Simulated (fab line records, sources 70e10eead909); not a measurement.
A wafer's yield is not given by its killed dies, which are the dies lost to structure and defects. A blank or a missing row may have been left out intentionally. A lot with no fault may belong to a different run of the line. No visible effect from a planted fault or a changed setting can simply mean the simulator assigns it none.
Comparing a struck lot with a sound one :: flow nand harc :: 39 out of 1302 route steps
Sound: wafers L540.1, L540.4, L540.6. Struck: wafer L553.5 (left out: L553.1, L553.4 of the same lot, which were not struck); the cause appears at the end.
At each step with rows: each side's tool, then ch and its chambers, then its first start. Under that, the readings that differ: sound wafers :: struck wafers :: difference of the means :: sigmas: that difference in standard deviations of wafers without a fault.
alike: same words and numbers on both sides, and readings whose means sit less than 2 such deviations apart. not compared: any withheld reading, any reading some wafer has no value for, any bound like >300 that may hide the same value, and any number with overlapping values for which the record gives no deviation.
Wherever a step has rows on one side only, a row that says differs or no value, or a row with sigmas, the two part there. Non-overlapping numbers with no deviation appear without sigmas and do not part them. A reading that every wafer of one side lacks parts them only if that side has two wafers or more.

NHARC_A_CHANNEL_FILL_D1_ALD_15: deposits SiNx, target thk 2 nm, pulse time 60 s, ald cycles 19.
  sound: ald sin batch-02 ch 0; struck: ald sin batch-03 ch 0
reading: susceptor temp C (C)
sound: - - -
struck: 630.21
difference: no value on the sound wafers
sigmas: 
  alike: precursor pulse height rel
then, 4 steps without rows for these wafers: NHARC_A_CHANNEL_FILL_D1_ALD_16 (deposits SiO2, target thk 1.5 nm, pulse time 10 s, ald cycles 15); NHARC_A_CHANNEL_FILL_D1_ANNEAL_17 (time 1800 s); NHARC_A_CHANNEL_FILL_D1_CVD_18 (deposits poly-Si, target thk 3 nm); NHARC_A_CHANNEL_FILL_D1_ETCHBACK_19 (etches the open film in HBr/Cl2, target depth 5 nm, time 1.7 s).
NHARC_A_CHANNEL_FILL_D1_ETCHBACK_20: etches the open film in C4F8/O2/Ar, target depth 27 nm, time 13.5 s.
  sound on rie diel-04 ch 1,2,3, day 11 04:41; struck on rie diel-03 ch 3, day 16 20:04
reading: oes product au (a.u.)
sound: 0.99 1.01 1.02
struck: 0.92
difference: -0.09
sigmas: -2
  alike: rf vpp V
  not compared: rf hours counter h
then, 5 steps without rows for these wafers: NHARC_A_CHANNEL_FILL_D1_STRIP_28 (strips in O2, time 20 s); NHARC_A_CHANNEL_FILL_D1_PRECLEAN_21 (cleans in dHF, time 30 s); NHARC_A_CHANNEL_FILL_D1_SRD_23; NHARC_A_CHANNEL_FILL_D1_CVD_05 (deposits poly-Si, target thk 5 nm); NHARC_A_CHANNEL_FILL_D1_ANNEAL_22 (time 7200 s).
NHARC_A_CHANNEL_FILL_D1_ALD_25: deposits SiOx, target thk 60 nm, pulse time 10 s, ald cycles 600.
  sound on ald hk-02 ch 1,2,3, day 11 18:50; struck on ald hk-02 ch 3, day 17 10:56
reading: susceptor temp C (C)
sound: - - -
struck: 300.36
difference: no value on the sound wafers
sigmas: 
  alike: heater power w, precursor pulse height rel
then, 1 step without rows for these wafers: NHARC_A_CHANNEL_FILL_D1_ETCHBACK_08 (etches the open film in C4F8, target depth 220 nm, time 110 s).
NHARC_A_CHANNEL_FILL_D1_STRIP_29: strips in O2, time 20 s.
  sound: rie diel-03 ch 1,2; struck: rie diel-01 ch 2
  alike: drypump motor current A, oes product au, rf vpp V, showerhead plenum p Torr, throttle valve pct
  not compared: rf hours counter h
then, 3 steps without rows for these wafers: NHARC_A_CHANNEL_FILL_D1_PRECLEAN_30 (cleans in dHF, time 30 s); NHARC_A_CHANNEL_FILL_D1_SRD_31; NHARC_A_CHANNEL_FILL_D1_CVD_09 (deposits poly-Si, target thk 150 nm, time 3000 s).
NHARC_A_CHANNEL_FILL_D1_CMP_10: polishes, target thk 150 nm.
  sound on cmp-01 ch 0,2,3, day 12 05:35; struck on cmp-03 ch 0, day 17 19:14
  alike: motor current A, time to endpoint s
then, 10 steps without rows for these wafers: NHARC_A_CHANNEL_FILL_D1_SRD_12; NHARC_A_DECK1_JOINT_ETCHBACK_07 (etches the open film in HBr, target depth 105 nm, time 26.9 s); NHARC_A_DECK1_JOINT_ETCH_25 (etches SiO2 in dHF, target depth 0.5 nm); NHARC_A_DECK1_JOINT_ETCH_19 (etches poly-Si in TMAH, target depth 3 nm); NHARC_A_DECK1_JOINT_ETCH_18 (etches SiO2 in dHF, target depth 3 nm); NHARC_A_DECK1_JOINT_WET_08 (chemistry H3PO4, time 86 s); NHARC_A_DECK1_JOINT_ETCH_09 (etches SiO2 in dHF, target depth 5 nm); NHARC_A_DECK1_JOINT_WET_10 (chemistry H3PO4, time 86 s); NHARC_A_DECK1_JOINT_ETCH_11 (etches SiO2 in dHF, target depth 35 nm); NHARC_A_DECK1_JOINT_CVD_12 (deposits poly-Si, target thk 90 nm, time 1800 s).
NHARC_A_DECK1_JOINT_CMP_13: polishes, target thk 51.023 nm.
  sound on cmp-03 ch 1,2,3, day 12 16:09; struck on cmp-04 ch 3, day 18 06:05
  alike: motor current A, time to endpoint s
NHARC_A_DECK1_JOINT_THK_MEAS_14: measures by ellipsometry.
  struck on film metro-01, day 18 06:18; sound on film metro-02, day 12 16:25
  alike: thk nm
then, 8 steps without rows for these wafers: NHARC_A_DECK1_JOINT_SRD_04; NHARC_A_DECK1_JOINT_ETCHBACK_00 (etches the open film in HBr, target depth 30 nm, time 17.4 s); NHARC_A_DECK1_JOINT_PRECLEAN_30 (cleans in SC1); NHARC_A_DECK1_JOINT_SRD_31; NHARC_A_DECK1_JOINT_CVD_34 (deposits SiNx, target thk 20 nm); NHARC_A_DECK1_JOINT_DEP_06 (deposits SiOx, target thk 80 nm); NHARC_A_DECK1_JOINT_CURE_26 (time 32 s); NHARC_A_DECK1_JOINT_ANNEAL_27 (time 3600 s).
-- the record jumps here: 13 days lie between the struck wafers' starts before and after (it left off in module A_DECK1_JOINT and takes up again in module END, whose first step shown is number 1302 of the route) --
NHARC_END_SORT_01:
  sound on prober-01 ch 0, day 25 22:17; struck on prober-02 ch 0, day 31 12:07
reading: killed at array
sound: 36 39 40
struck: 113
difference: +75
sigmas: +4

reading: killed dies
sound: 40 40 43
struck: 116
difference: +75
sigmas: +4
  alike: killed at other, killed at periphery, killed open, killed short

WHERE THEY PART
Last at NHARC_END_SORT_01 as far as this record goes, first at NHARC_A_CHANNEL_FILL_D1_ALD_15.

WHY: what the simulator had put in
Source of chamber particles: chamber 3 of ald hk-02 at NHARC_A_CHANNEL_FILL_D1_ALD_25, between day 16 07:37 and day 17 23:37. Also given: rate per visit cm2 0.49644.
